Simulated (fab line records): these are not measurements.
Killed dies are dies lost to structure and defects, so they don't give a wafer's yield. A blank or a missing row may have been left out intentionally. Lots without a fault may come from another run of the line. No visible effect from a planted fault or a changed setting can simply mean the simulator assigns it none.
Split-lot experiment | flow n5-finfet | 21 wafers read across 7 lots, on a route 1938 steps long

## THE SPLIT
At N5_BEOL_M0_TRENCH_ETCH_107 (etches SiOC in C4F6/O2, target depth 32.8 nm, time 16.4 s), the setting target-depth-a was moved away from the recipe's 328 angstrom on 4 of the 21 wafers read, by -3.2% to +4.8%. For the rest of the wafers, this setting stayed at what the recipe calls for.

The reading is taken at the split's own step.

## THE READING
BEOL_M0.feature-depth-nm (the simulator's own value, which no gauge read), in nm, at N5_BEOL_M0_TRENCH_ETCH_107 (etches SiOC in C4F6/O2, target depth 32.8 nm, time 16.4 s). No usual value for it is given in the file. Here, 17 wafers ran the recipe; their average is 32.6 nm with a standard deviation of 0.28 nm.

wafer  | tool, chamber at the split | target-depth-a as run, angstrom | against the recipe | BEOL_M0.feature-depth-nm, nm | against lot-mates on the recipe
L076.1 | rie-diel-05, 3             | 328                             | recipe             | 33.4                         | -
L076.3 | rie-diel-05, 2             | 328                             | recipe             | 32.6                         | -
L076.6 | rie-diel-05, 2             | 328                             | recipe             | 32.8                         | -
L075.4 | rie-diel-05, 2             | 328                             | recipe             | 32.2                         | -
L075.5 | rie-diel-05, 1             | 328                             | recipe             | 33                           | -
L075.6 | rie-diel-05, 2             | 339.8                           | +3.6%              | 33.6                         | +1.0
L077.1 | rie-diel-02, 2             | 328                             | recipe             | 32.6                         | -
L077.2 | rie-diel-02, 1             | 343.7                           | +4.8%              | 34.2                         | +1.6
L077.5 | rie-diel-02, 3             | 343.7                           | +4.8%              | 34.6                         | +2.0
L078.1 | rie-diel-05, 3             | 328                             | recipe             | 32.8                         | -
L078.4 | rie-diel-05, 2             | 328                             | recipe             | 32.4                         | -
L078.5 | rie-diel-05, 0             | 317.4                           | -3.2%              | 31.8                         | -0.8
L092.3 | rie-diel-05, 1             | 328                             | recipe             | 32.8                         | -
L092.4 | rie-diel-05, 3             | 328                             | recipe             | 32.6                         | -
L092.5 | rie-diel-05, 2             | 328                             | recipe             | 32.2                         | -
L095.3 | rie-diel-05, 2             | 328                             | recipe             | 32.4                         | -
L095.4 | rie-diel-05, 3             | 328                             | recipe             | 32.6                         | -
L095.5 | rie-diel-05, 3             | 328                             | recipe             | 32.8                         | -
L096.1 | rie-diel-05, 0,3,0         | 328                             | recipe             | 32.6                         | -
L096.2 | rie-diel-05, 0,3,0         | 328                             | recipe             | 32.6                         | -
L096.4 | rie-diel-05, 0,3,0         | 328                             | recipe             | 32.6                         | -
The file does not say which wafer passed through which chamber wherever a row lists several chambers: such a row stands for several wafers.

THE FIT
A straight line over all 21 wafers: BEOL_M0.feature-depth-nm changes by +0.329 nm for each +1% of target-depth-a; r = +0.90; the points scatter about the line by 0.29 nm.
The same after taking each lot's own level away (the mean of its wafers on the recipe; 21 wafers): +0.335 nm for each +1%; r = +0.92; scatter 0.26 nm.
According to that fit, moving target-depth-a by its largest amount changes the reading by 1.6 nm.
The lots' own levels span 32.53 to 32.93 nm, that is 1.4 times the standard deviation above.
Consequently the slope shifts little with the lot-to-lot level, the two slopes agreeing.
Check: for one of the wafers moved furthest among these (+4.8%), held out of the fit, the line's prediction against its lot-mates is +1.64 nm. Against them it came out at +1.6 nm.

## ADDITIONAL SPLITS CARRIED BY THESE WAFERS
Other splits were also applied to these wafers ahead of the reading. Each is held against what the fit with the lots' levels taken away leaves over:
other split on the same wafers       | wafers away from the commonest value | r with BEOL_M0.feature-depth-nm (lot level and that fit taken away)
N5_MOL_CONTACT_COAG_COAT_76 spin-rpm | 5                                    | -0.18
N5_BEOL_M0_CUTY_EXPOSE_54 dose-mj    | 4                                    | +0.16
N5_BEOL_M0_ETCH_128 source-w         | 7                                    | +0.00

## FILE'S OWN FIT
BEOL_M0.feature-depth-nm changes by +0.32 nm for each +1% of target-depth-a, r = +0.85.
